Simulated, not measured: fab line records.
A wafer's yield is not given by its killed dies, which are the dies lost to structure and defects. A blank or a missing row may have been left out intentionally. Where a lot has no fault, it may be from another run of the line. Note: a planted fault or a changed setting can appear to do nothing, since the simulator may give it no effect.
Matching of chambers | flow nand_harc | NHARC_A_CHANNEL_FILL_D1_ALD_14 on ald_hk-01 has 4 sister chambers
The step deposits SiO2, target thk 2.5 nm, pulse time 10 s, ald cycles 25. 8 wafers are shown with their chamber, then 7 later ones without.

== WAFERS WITH THEIR CHAMBER ==
wafer  | chamber | heater_power_w (W) | precursor_pulse_height_rel
L370.5 | 1       | 460                | 0.998
L385.3 | 1       | 443                | 1.005
L385.6 | 3       | 381                | 0.990
L386.1 | 0       | 415                | 1.014
L386.2 | 3       | 387                | 0.999
L386.4 | 2       | 581                | 0.983
L389.3 | 0       | 418                | 0.962
L389.5 | 2       | 576                | 1.017

== WAFERS WITH NO CHAMBER GIVEN ==
wafer  | heater_power_w (W) | precursor_pulse_height_rel
L389.6 | 452                | 0.971
L390.1 | 387                | 1.038
L390.2 | 422                | 0.989
L390.6 | 376                | 0.984
L391.1 | 416                | 1.012
L391.2 | 591                | 1.006
L391.6 | 437                | 0.992

== WHICH CHAMBER EACH ONE RAN IN ==
wafer  | from the rows above     | in truth
L389.6 | 1                       | 1
L390.1 | 3                       | 3
L390.2 | 0                       | 0
L390.6 | 3                       | 3
L391.1 | 0                       | 0
L391.2 | 2                       | 2
L391.6 | can't be placed: 1 or 0 | 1
Placed correctly: 6 of 7. Not placeable from these rows: 1 (in 1, the candidates include the true chamber). 0 placed wrongly.
How it was worked out, from the rows above alone: a wafer's distance from a chamber is the root of the sum, over the readings, of the square of ((its reading less the chamber's mean) divided by the reading's scatter). If the next closest chamber is less than 2 further off than the closest, the wafer can't be placed; otherwise it belongs to the closest. Each chamber's mean is taken over the wafers shown for it. How the scatter is found: for the shown wafers, subtract from each reading the mean of its chamber, square and add these, divide the total by (wafers less chambers), then take the root.
